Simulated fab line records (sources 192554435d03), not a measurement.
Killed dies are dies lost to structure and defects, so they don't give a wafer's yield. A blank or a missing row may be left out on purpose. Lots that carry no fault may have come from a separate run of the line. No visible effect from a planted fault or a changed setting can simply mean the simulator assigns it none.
Comparing a struck lot with a sound one + flow n5 finfet + 15 out of 1938 route steps
Sound: wafers L894.2, L894.3, L894.6. Wafers L910.2, L910.5, L910.6 were the ones struck. The cause is named last.
For every step that has rows: the tool of each side, followed by ch and its chambers, followed by its first start. Under that, the readings that differ: sound wafers + struck wafers + difference of the means + sigmas: that difference in standard deviations of wafers without a fault.
alike: readings with means less than 2 such deviations apart, plus words and numbers identical on both sides. not compared: withheld readings, readings lacking a value on some wafer, bounds such as >300 that could conceal the same value, and numbers that have no deviation in the record and whose values overlap.
The two part at a step that has a row with sigmas, a row that says differs or no value, or rows on one side only. Numbers that have no deviation but don't overlap get no sigmas and don't part them. A reading missing from all wafers of one side parts the sides only when that side holds two or more wafers.

first, 3 steps without rows for these wafers: N5_BEOL_M3_ANNEAL_87 (time 240 s); N5_BEOL_M3_SPUTTER_88 (material Cu, target thk 4.5 nm, time 8.29 s); N5_BEOL_M3_ANNEAL_89 (time 240 s).
N5_BEOL_M3_SPUTTER_90: material Cu, target thk 4.5 nm, time 8.29 s.
  sound on pvd sputter-02 at day 7 12:37; struck on pvd sputter-02 at day 12 16:40
  alike: throttle valve pct
N5_BEOL_M3_ANNEAL_91: time 240 s.
  sound on pvd sputter-02 at day 7 12:41; struck on pvd sputter-02 at day 12 16:44
  alike: heater power w
then, 2 steps without rows for these wafers: N5_BEOL_M3_SPUTTER_92 (material Cu, target thk 4.5 nm, time 8.29 s); N5_BEOL_M3_ANNEAL_93 (time 240 s).
N5_BEOL_M3_SPUTTER_94: material Cu, target thk 4.5 nm, time 8.29 s.
  sound on pvd sputter-02 at day 7 13:03; struck on pvd sputter-02 at day 12 17:06
  alike: throttle valve pct
then, 1 step without rows for these wafers: N5_BEOL_M3_ANNEAL_95 (time 240 s).
N5_BEOL_M3_SPUTTER_96: material Cu, target thk 4.5 nm, time 8.29 s.
  sound on pvd sputter-02 at day 7 13:16; struck on pvd sputter-02 at day 12 17:19
  alike: throttle valve pct
then, 1 step without rows for these wafers: N5_BEOL_M3_ECD_50 (material Cu, target thk 300 nm).
N5_BEOL_M3_ANNEAL_51: time 90 s.
  sound on rtp anneal-02 ch 0, day 7 13:31; struck on rtp anneal-01 ch 0, day 12 17:34
  alike: wafer_temp_C_max
N5_BEOL_M3_CMP_52: polishes, stops on SiOC, t overpolish 6.8 s, target thk 40 nm.
  sound on cmp-02 ch 1,2,3, day 7 13:51; struck on cmp-02 ch 0,3, day 12 17:49
| reading                      | sound             | struck            | difference | sigmas |
|------------------------------|-------------------|-------------------|------------|--------|
| barrier field endpoint s (s) | 25.4 25.0 24.2    | 30.0 29.9 30.6    | +5.3       | +7     |
| overpolish run s (s)         | 6.819 6.815 6.797 | 6.784 6.787 6.801 | -0.020     | -2     |
| time to endpoint s (s)       | 66 65 60          | 76 75 82          | +14        | +4     |
  alike: motor current A, platen rpm
N5_BEOL_M4_RC_MEAS_101:
  sound on prober-02 ch 0, day 8 12:43; struck on prober-02 ch 0, day 13 08:17
  alike: DIBL_N, DIBL_P, IOFF_N, IOFF_P, ION_N, ION_P, SS_N, SS_P, VT_N, VT_P
-- here the record skips 5 days between the struck wafers' starts before and after, leaving off in module BEOL_M4 and picking up in module PASSIVATION (first step shown: number 1936 of the route) --
N5_PASSIVATION_PROBE_49:
  sound on prober-02 at day 12 20:34; struck on prober-02 at day 18 02:17
| reading              | sound | struck | difference | sigmas |
|----------------------|-------|--------|------------|--------|
| sort_bin_8_speed (%) | 0 0 0 | 0.34   | +0.34      | +3     |
  alike: defect limited yield, killed_at_M0_to_M3, killed_at_M4_up, killed at contacts, killed at front end, killed at other, killed dies, killed on rim, killed open, killed short, sort_bin_5_function, sort_bin_6_memory, sort n pass, sort yield pct

## WHERE THEY PART
Last at N5_PASSIVATION_PROBE_49 as far as this record goes, first at N5_BEOL_M3_CMP_52.

WHY: what the simulator had put in
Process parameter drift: cmp-02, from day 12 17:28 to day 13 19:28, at N5_BEOL_M3_CMP_52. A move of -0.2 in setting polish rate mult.
